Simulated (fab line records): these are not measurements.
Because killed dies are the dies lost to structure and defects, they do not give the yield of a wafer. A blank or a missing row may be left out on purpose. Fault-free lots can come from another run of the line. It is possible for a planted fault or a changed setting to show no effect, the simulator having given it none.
Chamber matching | flow nand_harc | NHARC_A_SLIT_DESCUM_14 on rie_diel-09 has 4 sister chambers
The step chemistry O2, time 3 s. 20 wafers are shown with their chamber, then 10 later ones without.

## WAFERS PAIRED WITH THEIR CHAMBERS
wafer  | chamber | showerhead_plenum_p_Torr (Torr) | drypump_motor_current_A (A) | oes_product_au (a.u.)
L075.1 | 3       | 2.01                            | 5.3                         | 0.988
L075.2 | 1       | 2.06                            | 5.2                         | 1.003
L075.6 | 0       | 2.01                            | 5.9                         | 1.022
L074.1 | 1       | 2.06                            | 5.2                         | 1.010
L074.2 | 3       | 2.01                            | 5.3                         | 0.993
L074.6 | 2       | 1.86                            | 6.7                         | 0.988
L077.1 | 2       | 1.86                            | 6.7                         | 0.979
L077.2 | 0       | 2.01                            | 5.9                         | 1.028
L077.4 | 1       | 2.06                            | 5.2                         | 1.001
L079.2 | 0       | 2.01                            | 5.9                         | 1.028
L079.3 | 2       | 1.86                            | 6.7                         | 0.975
L079.4 | 0       | 2.01                            | 5.9                         | 1.020
L081.1 | 3       | 2.01                            | 5.3                         | 0.976
L081.5 | 1       | 2.06                            | 5.2                         | 1.005
L081.6 | 2       | 1.86                            | 6.7                         | 0.969
L083.1 | 0       | 2.01                            | 5.8                         | 1.026
L083.3 | 2       | 1.86                            | 6.7                         | 0.987
L083.5 | 3       | 2.01                            | 5.3                         | 0.998
L084.2 | 1       | 2.05                            | 5.2                         | 1.001
L084.5 | 2       | 1.86                            | 6.7                         | 0.983

SIGNATURES (means of the wafers above)
reading                  | chamber 0 | chamber 1 | chamber 2 | chamber 3 | scatter within a chamber
showerhead_plenum_p_Torr | 2.0100    | 2.0580    | 1.8600    | 2.0100    | 0.00224
drypump_motor_current_A  | 5.880     | 5.200     | 6.700     | 5.300     | 0.0224
oes_product_au           | 1.02480   | 1.00400   | 0.98017   | 0.98875   | 0.00635
Rule: a wafer's distance from a chamber is the root of the sum, over the readings, of the square of ((its reading less the chamber's mean) divided by the reading's scatter). If the next closest chamber is less than 2 further off than the closest, the wafer can't be placed; otherwise it belongs to the closest. How the scatter is found: for the shown wafers, subtract from each reading the mean of its chamber, square and add these, divide the total by (wafers less chambers), then take the root.

## WAFERS MISSING THEIR CHAMBER
wafer  | showerhead_plenum_p_Torr (Torr) | drypump_motor_current_A (A) | oes_product_au (a.u.)
L084.6 | 2.05                            | 5.2                         | 1.002
L092.1 | 2.05                            | 5.2                         | 1.010
L092.3 | 2.01                            | 5.9                         | 1.008
L092.5 | 1.86                            | 6.7                         | 0.995
L096.1 | 1.86                            | 6.7                         | 0.995
L096.4 | 2.01                            | 5.9                         | 1.012
L096.6 | 2.01                            | 5.3                         | 1.002
L095.1 | 2.01                            | 5.8                         | 1.020
L095.4 | 1.86                            | 6.7                         | 0.978
L095.6 | 2.01                            | 5.9                         | 0.999

## CHAMBER TAKEN BY EACH
wafer  | from the rows above | in truth
L084.6 | 1                   | 1
L092.1 | 1                   | 1
L092.3 | 0                   | 0
L092.5 | 2                   | 2
L096.1 | 2                   | 2
L096.4 | 0                   | 0
L096.6 | 3                   | 3
L095.1 | 0                   | 0
L095.4 | 2                   | 2
L095.6 | 0                   | 0
10 of 10 placed correctly. Can't be placed from these rows: 0. Wrongly placed: 0.
